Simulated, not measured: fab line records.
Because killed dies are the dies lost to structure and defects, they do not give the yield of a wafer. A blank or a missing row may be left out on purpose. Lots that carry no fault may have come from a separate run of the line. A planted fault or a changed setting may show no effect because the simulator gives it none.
Matching of chambers -- flow n5-finfet -- N5_BEOL_M0_SAQP_SPACER1_ETCHBACK_99 on rie-diel-03: 4 sister chambers
The step etches SiO2 in CHF3/O2, target depth 15.4 nm, time 7.7 s. 24 wafers are shown with their chamber, then 12 later ones without.

WAFERS WITH THEIR CHAMBER
wafer,chamber,rf-vpp-V (V),drypump-motor-current-A (A),throttle-valve-pct (%)
L076.1,3,509,5.9,19.29
L076.2,1,515,6.4,19.12
L076.3,2,505,5.6,19.12
L077.3,1,516,6.4,19.15
L077.4,3,508,5.9,19.27
L077.5,0,558,5.9,18.97
L078.1,3,510,5.9,19.29
L078.3,0,559,5.9,18.97
L078.4,2,507,5.6,19.14
L079.2,0,556,5.9,18.97
L079.3,3,509,5.9,19.29
L079.4,0,557,5.9,18.97
L081.1,2,505,5.6,19.12
L081.3,0,559,5.9,18.98
L081.6,3,508,5.9,19.29
L085.1,2,506,5.6,19.14
L085.2,3,509,5.9,19.31
L085.6,2,506,5.7,19.14
L087.3,3,508,5.9,19.31
L087.4,2,505,5.7,19.15
L087.5,1,516,6.4,19.15
L088.1,2,506,5.6,19.15
L088.2,1,514,6.4,19.14
L088.5,0,557,5.9,19.00

SIGNATURES (averages over the wafers above)
reading,chamber 0,chamber 1,chamber 2,chamber 3,scatter within a chamber
rf-vpp-V,557.67,515.25,505.71,508.71,0.92
drypump-motor-current-A,5.900,6.400,5.629,5.900,0.0267
throttle-valve-pct,18.9767,19.1400,19.1371,19.2929,0.0131
Rule: a wafer's distance from a chamber is the root of the sum, over the readings, of the square of ((its reading less the chamber's mean) divided by the reading's scatter). If the next closest chamber is less than 2 further off than the closest, the wafer can't be placed; otherwise it belongs to the closest. How the scatter is found: for the shown wafers, subtract from each reading the mean of its chamber, square and add these, divide the total by (wafers less chambers), then take the root.

WAFERS MISSING THEIR CHAMBER
wafer,rf-vpp-V (V),drypump-motor-current-A (A),throttle-valve-pct (%)
L090.4,510,5.9,19.34
L090.5,508,5.9,19.32
L090.6,506,5.6,19.15
L093.1,556,5.9,19.04
L093.4,505,5.6,19.17
L093.5,558,5.9,19.02
L094.2,508,5.9,19.33
L094.3,558,5.9,19.02
L094.4,515,6.4,19.18
L097.2,557,5.9,19.05
L097.4,516,6.4,19.19
L097.5,509,5.9,19.35

EACH ONE'S CHAMBER
wafer,from the rows above,in truth
L090.4,3,3
L090.5,3,3
L090.6,2,2
L093.1,0,0
L093.4,2,2
L093.5,0,0
L094.2,3,3
L094.3,0,0
L094.4,1,1
L097.2,0,0
L097.4,1,1
L097.5,3,3
Placed correctly: 12 of 12. Not placeable from these rows: 0. Wrongly placed: 0.
